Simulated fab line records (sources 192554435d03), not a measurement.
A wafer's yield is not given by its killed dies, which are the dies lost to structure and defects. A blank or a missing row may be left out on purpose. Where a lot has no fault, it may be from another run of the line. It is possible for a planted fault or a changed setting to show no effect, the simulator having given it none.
fab line records	flow n5-finfet	part 2 of 2: steps 8 to 8 of 8
record lots=13	wafers=37	last-day=17
route steps=1938 shown BEOL_M9@1417 BEOL_M15@1830
lots that met no fault: from a run of the same line without faults
start-h: the number of hours between the record's first day and the start of the first shown wafer of the lot	wait-h: hours elapsed since this lot's preceding step	" the same as in the row above	L1.1+2: a row that stands for several wafers	- no value, or no start was given	* or withheld: withheld	< > ~ a bound
route shown NAME@n: names a module that has steps shown in the file, with the first one's number in the route	usual: average and standard deviation across the fault-free wafers	same: alike in all rows	chamber/n: place in a boat	sites: per-site readings	_std_site: the standard deviation of these	_edge_site: the outer-site mean with the inner-site mean subtracted	radius-mm: for every site, how far away it sits from the centre of the wafer	mask NAME#n: copy n	behind: the tool/chamber that last shaped the wafer	hold: reason for holding the lot/hours on hold/outcome of the hold	device: which transistor (n, p or np) failed to switch	end of line: the route-end tests of the same wafers	a step given without rows: its recipe and nothing more	killed: not the wafer's yield, but the dies lost to structure and defects at the first sort	map: shows each die of a wafer: x if killed, . if not, _ if none is there
set.NAME: setting as actually run; set.NAME@STEP: the setting as run at that earlier step	model.NAME: the simulator's own value behind a step, which no gauge read
route steps across a sampled set of lots; one table per step, one row per wafer
services: the hour from which a tool's chamber was out of use, counted from the record's first day as start-h (under 0 if before that day), plus the number of hours and why
## steps
# step N5_BEOL_M15_RC_MEAS_101
# usual COMB_M10=1.5e-11/3.2e-12	COMB_M11=1.5e-11/3.4e-12	COMB_M12=6.7e-12/1.7e-12	COMB_M13=5e-12/1.7e-12	COMB_M14=3.6e-12/1.5e-12	COMB_M15=2.7e-12/1.2e-12	COMB_M5=3.6e-11/7.4e-12	COMB_M6=2.6e-11/5.6e-12	COMB_M7=2.6e-11/5.3e-12	COMB_M8=2.7e-11/4.8e-12	SERP_M10=3.07/0.086	SERP_M10_max_site=3.18/0.11	SERP_M11=3.12/0.089	SERP_M12=0.639/0.018	SERP_M13=0.311/0.0074	SERP_M14=0.161/0.0042	SERP_M5=39.3/1.6	SERP_M6=13.8/0.53	SERP_M7=14.0/0.6	SERP_M8=13.8/0.55	SERP_M9=3.11/0.072	SERP_M9_max_site=3.22/0.091
lot.wafer	tool	chamber	start-h	wait-h	COMB_M10[S/m]	COMB_M11[S/m]	COMB_M12[S/m]	COMB_M13[S/m]	COMB_M14[S/m]	COMB_M15[S/m]	COMB_M5[S/m]	COMB_M6[S/m]	COMB_M7[S/m]	COMB_M8[S/m]	SERP_M10[ohm/um]	SERP_M10_max_site[ohm/um]	SERP_M11[ohm/um]	SERP_M12[ohm/um]	SERP_M13[ohm/um]	SERP_M14[ohm/um]	SERP_M5[ohm/um]	SERP_M6[ohm/um]	SERP_M7[ohm/um]	SERP_M8[ohm/um]	SERP_M9[ohm/um]	SERP_M9_max_site[ohm/um]
L437.2	prober-02	0	257.47	0.2	1.5e-11	1.5e-11	5.5e-12	2.8e-12	2.5e-12	1.4e-12	2.8e-11	2.6e-11	2e-11	2.4e-11	3.09	3.16	3.01	0.699	0.325	0.162	39.9	13.9	13.4	14.8	3.19	3.25
L437.3	"	0	"	"	1.4e-11	1.6e-11	7e-12	2e-12	2.2e-12	2.1e-12	3.6e-11	3.2e-11	2e-11	2.3e-11	3.00	3.15	3.07	0.651	0.303	0.154	39.6	13.3	14.1	13.6	3.18	3.25
L437.4	"	0	"	"	1.5e-11	2.1e-11	6.9e-12	3e-12	1.6e-12	1.2e-12	3.2e-11	2.4e-11	2.4e-11	3.3e-11	3.08	3.11	3.13	0.646	0.305	0.161	41.0	14.2	14.0	14.1	3.08	3.13
L439.1	prober-02	0	262.48	0.0	1.9e-11	1.5e-11	5.1e-12	2.9e-12	2.2e-12	2.6e-12	3.4e-11	2.2e-11	2.1e-11	2.8e-11	2.94	2.98	3.09	0.637	0.305	0.164	41.5	14.0	15.5	13.3	3.12	3.28
L439.2	"	0	"	"	1.2e-11	1.5e-11	4e-12	2e-12	2e-12	6e-13	3.1e-11	2e-11	3.2e-11	3.3e-11	3.04	3.15	3.20	0.622	0.312	0.159	41.1	13.8	14.5	13.5	3.12	3.18
L439.5	"	0	"	"	1.9e-11	2.1e-11	4.4e-12	2.2e-12	2.2e-12	1.1e-12	3.5e-11	2.2e-11	2.5e-11	3.1e-11	2.89	2.95	3.11	0.627	0.308	0.163	41.1	14.2	14.4	13.3	3.09	3.19
L443.2	prober-01	0	289.67	0.2	1.5e-11	2.1e-11	5.8e-12	5e-12	4.4e-12	4.2e-12	3.4e-11	1.7e-11	3.1e-11	2.8e-11	2.91	3.03	3.09	0.660	0.323	0.161	38.5	12.8	13.9	13.7	3.07	3.32
L443.4	"	0	"	"	1.4e-11	1.7e-11	6.6e-12	5e-12	6.1e-12	4.1e-12	3.6e-11	2.1e-11	3.2e-11	2.8e-11	3.07	3.16	3.16	0.654	0.312	0.163	39.1	13.7	14.1	14.4	3.06	3.11
L443.5	"	0	"	"	1.6e-11	2.1e-11	8.4e-12	7.5e-12	4.4e-12	3.5e-12	3.3e-11	2.3e-11	3.6e-11	3.5e-11	2.94	3.06	3.21	0.646	0.317	0.165	39.0	12.8	13.1	13.8	2.97	3.09
L444.1	prober-01	0	295.47	0.0	1.2e-11	1.4e-11	9.2e-12	5.6e-12	4.1e-12	4.2e-12	3.5e-11	3e-11	3.9e-11	1.9e-11	3.13	3.23	3.05	0.654	0.313	0.163	37.4	13.3	13.5	13.4	3.08	3.30
L444.2	"	0	"	"	1.7e-11	1.4e-11	6.7e-12	8.3e-12	4.9e-12	4.5e-12	3.3e-11	3.3e-11	2.3e-11	2.4e-11	3.07	3.19	3.21	0.622	0.311	0.164	39.4	13.8	14.9	13.4	3.08	3.21
L444.3	"	0	"	"	1.8e-11	1.4e-11	9.4e-12	6e-12	5.1e-12	3.6e-12	3.4e-11	3.2e-11	2.2e-11	2.5e-11	3.28	3.40	3.23	0.633	0.308	0.161	39.7	12.4	14.4	13.4	3.20	3.37
L446.2	prober-01	0	315.32	0.2	2.4e-11	1.6e-11	6.9e-12	5.4e-12	4.8e-12	4.4e-12	4.4e-11	2.3e-11	3.1e-11	3.4e-11	3.02	3.17	3.28	0.648	0.318	0.167	39.9	13.0	14.6	13.0	3.21	3.25
L446.5	"	0	"	"	2.7e-11	2.2e-11	6.7e-12	4.9e-12	5e-12	3.5e-12	4.1e-11	1.9e-11	2.6e-11	2.1e-11	3.05	3.09	3.28	0.631	0.306	0.160	38.0	13.1	13.0	13.0	3.09	3.13
L446.6	"	0	"	"	1.7e-11	1.6e-11	7.3e-12	5.6e-12	5.4e-12	3.9e-12	3.6e-11	3.7e-11	2e-11	2.8e-11	3.02	3.07	3.18	0.640	0.316	0.159	40.0	13.8	14.5	13.2	3.09	3.16
L445.1	prober-01	0	318.36	0.0	1.4e-11	1.7e-11	9.3e-12	6.3e-12	5.2e-12	3.3e-12	3.7e-11	3.3e-11	1.7e-11	2.2e-11	2.94	3.03	3.15	0.656	0.325	0.162	39.4	13.3	13.7	13.2	3.14	3.26
L445.3	"	0	"	"	1.5e-11	1e-11	8.9e-12	4.8e-12	4.5e-12	3.4e-12	4.1e-11	2.1e-11	2.5e-11	2.9e-11	3.03	3.12	3.10	0.663	0.307	0.152	42.2	14.4	14.7	13.4	3.07	3.18
L445.6	"	0	"	"	1.6e-11	1.9e-11	7.1e-12	6.4e-12	3.9e-12	3e-12	4.2e-11	2.7e-11	1.8e-11	2.9e-11	3.06	3.11	3.11	0.642	0.302	0.152	42.2	14.7	14.5	12.8	3.16	3.25
L447.3	prober-02	0	332.35	0.3	1.3e-11	1.5e-11	4.1e-12	4.3e-12	1.4e-12	2.2e-12	2.4e-11	2.3e-11	1.9e-11	2.7e-11	2.86	2.94	3.19	0.605	0.319	0.159	40.3	13.5	14.4	13.4	3.15	3.19
L447.6	"	0	"	"	7e-12	1.7e-11	5.8e-12	3.2e-12	2.1e-12	1.7e-12	4.6e-11	1.8e-11	3.1e-11	3.6e-11	2.88	2.95	3.25	0.611	0.299	0.164	41.2	13.6	13.9	14.0	3.13	3.22
L450.2	prober-02	0	338.22	0.2	1.5e-11	1.6e-11	7.2e-12	4e-12	2.8e-12	1.6e-12	2.4e-11	3.2e-11	2.3e-11	2.4e-11	3.16	3.30	3.18	0.617	0.322	0.164	39.0	13.0	13.5	13.1	3.12	3.18
L450.3	"	0	"	"	2e-11	1.9e-11	6.3e-12	2.6e-12	3.7e-12	1.5e-12	2.6e-11	2.1e-11	2.2e-11	3e-11	3.01	3.03	3.09	0.635	0.303	0.165	36.8	14.2	14.1	13.4	3.05	3.16
L448.1	prober-01	0	338.46	0.0	1.5e-11	1.4e-11	9.8e-12	7.3e-12	3.7e-12	3.8e-12	3.4e-11	3.1e-11	2.5e-11	2.2e-11	3.16	3.27	3.10	0.620	0.297	0.161	39.2	15.0	13.7	14.4	3.05	3.17
L448.2	"	0	"	"	1.9e-11	1.1e-11	1.02e-11	5.9e-12	4.6e-12	4.5e-12	4e-11	1.7e-11	2.8e-11	3.7e-11	3.12	3.15	3.26	0.620	0.313	0.153	40.3	13.8	13.5	13.3	3.11	3.26
L448.5	"	0	"	"	1.5e-11	1.6e-11	8e-12	4.9e-12	6.9e-12	4.3e-12	3.2e-11	2.6e-11	3.1e-11	2.5e-11	3.09	3.31	3.08	0.644	0.312	0.161	39.2	13.4	13.5	14.3	3.14	3.24
L453.1	prober-01	0	360.68	0.0	1.3e-11	1.9e-11	1.06e-11	6.3e-12	4.4e-12	4.2e-12	4e-11	3.2e-11	3.2e-11	2.9e-11	3.02	3.06	3.03	0.628	0.314	0.163	38.1	13.5	14.1	13.4	4.69	4.86
L453.2	"	0	"	"	1.6e-11	1.1e-11	8e-12	6e-12	5.6e-12	2.7e-12	4.5e-11	2.9e-11	2.5e-11	1.8e-11	3.12	3.17	2.86	0.629	0.317	0.158	41.8	13.5	12.9	14.0	5.05	5.19
L453.3	"	0	"	"	1.8e-11	1.6e-11	7.9e-12	4.7e-12	5.2e-12	3.5e-12	3.3e-11	2.6e-11	2.7e-11	2.7e-11	3.03	3.06	3.04	0.616	0.313	0.158	39.3	13.9	13.6	13.8	4.76	4.85
L454.2	prober-02	0	361.15	0.2	1.2e-11	1.9e-11	7e-12	4.1e-12	2.2e-12	1.6e-12	4.3e-11	2.2e-11	2.2e-11	3e-11	2.97	3.12	3.08	0.633	0.300	0.162	40.2	14.1	13.8	14.1	4.83	4.99
L454.4	"	0	"	"	1.2e-11	1.2e-11	5.1e-12	2.9e-12	2.9e-12	2e-12	5.2e-11	2.1e-11	2.4e-11	3.1e-11	3.12	3.18	3.09	0.649	0.299	0.161	41.5	12.9	13.7	13.9	4.88	5.40
L454.5	"	0	"	"	2.4e-11	1.2e-11	5.1e-12	3.8e-12	2.8e-12	1.3e-12	3.7e-11	2.8e-11	3e-11	2.8e-11	3.16	3.24	3.15	0.655	0.301	0.158	40.1	14.0	13.4	13.7	4.72	4.98
L452.2	prober-02	0	371.49	0.2	1.9e-11	1.6e-11	4.1e-12	3.7e-12	1.7e-12	1.3e-12	3.3e-11	2.6e-11	2.2e-11	2.7e-11	3.12	3.44	3.12	0.633	0.304	0.168	39.3	13.7	15.0	14.0	3.01	3.09
L452.3	"	0	"	"	2e-11	1.5e-11	6.1e-12	2.2e-12	2.6e-12	2.4e-12	3.5e-11	2.1e-11	2.1e-11	2.9e-11	3.06	3.11	2.99	0.662	0.310	0.166	39.4	13.5	14.6	14.0	3.05	3.13
L452.6	"	0	"	"	1.7e-11	1e-11	5e-12	3.2e-12	2.2e-12	1.7e-12	3.3e-11	1.9e-11	2.7e-11	1.6e-11	3.16	3.38	2.98	0.626	0.318	0.170	38.1	13.9	14.6	14.0	3.10	3.15
L457.1	prober-01	0	391.91	0.3	1.5e-11	1.4e-11	5.9e-12	7e-12	4.3e-12	3.6e-12	3.3e-11	2.1e-11	2.3e-11	2.3e-11	2.98	3.11	3.11	0.636	0.318	0.153	43.3	13.8	14.9	14.0	5.13	5.45
L457.2	"	0	"	"	2e-11	1.8e-11	8.2e-12	6.8e-12	5.4e-12	3.8e-12	4.3e-11	3.6e-11	2.9e-11	2.9e-11	3.03	3.11	3.14	0.613	0.309	0.153	39.6	13.7	14.1	14.5	4.90	4.97
L457.5	"	0	"	"	1.3e-11	1.5e-11	8.3e-12	7.2e-12	8.3e-12	4.1e-12	3.8e-11	2.2e-11	2.6e-11	3.5e-11	3.09	3.18	2.94	0.627	0.309	0.154	42.3	13.5	13.6	14.1	4.95	5.47
# sites SERP_M9 radius-mm=0,75,75,75,75,140,140,140,140
L437.2 3.22 3.24 3.19 3.25 3.22 3.12 3.11 3.14 3.13
L439.1 2.99 3.06 3.11 3.06 3.12 3.16 3.24 3.19 3.28
L443.2 2.96 3.04 3.02 3.07 3.06 3.32 3.17 3.18 3.29
L444.1 2.90 2.98 3.05 3.06 3.08 3.18 3.25 3.22 3.30
L446.2 3.25 3.21 3.22 3.24 3.23 3.05 3.01 3.03 3.04
L445.1 3.08 3.08 3.09 3.09 3.14 3.17 3.26 3.17 3.21
L447.3 3.19 3.15 3.16 3.19 3.18 3.01 3.06 2.96 3.03
L450.2 3.12 3.15 3.14 3.14 3.18 3.05 3.07 3.09 3.02
L448.1 3.17 3.11 3.16 3.13 3.05 2.92 2.91 2.97 2.87
L453.1 4.56 4.64 4.62 4.57 4.69 4.75 4.83 4.73 4.86
L454.2 4.74 4.83 4.92 4.76 4.80 4.89 4.87 4.76 4.99
L452.2 2.92 3.02 3.01 3.01 2.94 3.09 2.99 3.02 2.96
L457.1 4.90 4.99 5.17 5.01 5.09 5.13 5.45 5.14 5.39
## services
tool	chamber	start-h	hours	kind
rie-diel-01	0	181.02	4.1	repair
rie-metal-01	0	188.31	14.9	repair
rie-metal-03	0	231.55	-	clean
rie-metal-03	0	231.55	20.6	scheduled-down
rie-metal-03	0	231.55	20.6	vent-cycle
rie-metal-01	-	249.72	2.8	pm
rie-metal-01	-	255.36	4.0	pm
rie-diel-05	3	291.67	-	clean
rie-diel-05	3	291.67	-	consumable-replace:focus-ring
rie-diel-05	3	291.67	12.5	scheduled-down
rie-diel-05	3	291.67	12.5	vent-cycle
rie-metal-02	-	304.64	2.8	pm
rie-diel-05	2	312.84	-	clean
rie-diel-05	2	312.84	-	consumable-replace:focus-ring
rie-diel-05	2	312.84	16.0	scheduled-down
rie-diel-05	2	312.84	16.0	vent-cycle
## key
first-sign step=N5_BEOL_M9_TRENCH_ETCH_37	reading=time-s	direction=down	sigmas=99+	usual=*	struck=*
effect step=N5_BEOL_M9_TRENCH_ETCH_37	reading=run-length-s	direction=down	sigmas=28	usual=*	struck=*
effect step=N5_BEOL_M9_OCD_MEAS_38	reading=trench-depth-nm	direction=down	sigmas=18	usual=149.9	struck=105.1
effect step=N5_BEOL_M9_THK_MEAS_53	reading=M9_THK	direction=down	sigmas=16	usual=137.4	struck=91.8
effect step=N5_BEOL_M9_RS_MEAS_57	reading=M9_RS	direction=up	sigmas=27	usual=0.153	struck=0.243
effect step=N5_BEOL_M15_RC_MEAS_101	reading=SERP_M9	direction=up	sigmas=25	usual=3.11	struck=4.88
met-at N5_BEOL_M9_TRENCH_ETCH_37
struck-lots L453,L454,L457
sort-left-out L453.1,L453.2,L453.3,L454.2,L454.4,L454.5,L457.1,L457.2,L457.5
not-acting-at N5_BEOL_M9_DESCUM_16,N5_BEOL_M9_HM_OPEN_17,N5_BEOL_M9_STRIP_80
onset-between 313.06 313.23
fault kind=recipe-version-skew	tool=rie-diel-01,rie-diel-02,rie-diel-05	chamber=-	onset-h=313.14	steps=N5_BEOL_M9_TRENCH_ETCH_37	wrong-recipe.time-s=*
# sort-left-out: the simulated sort isn't trusted on such a fault, so these wafers' sort isn't shown, and their yield isn't known
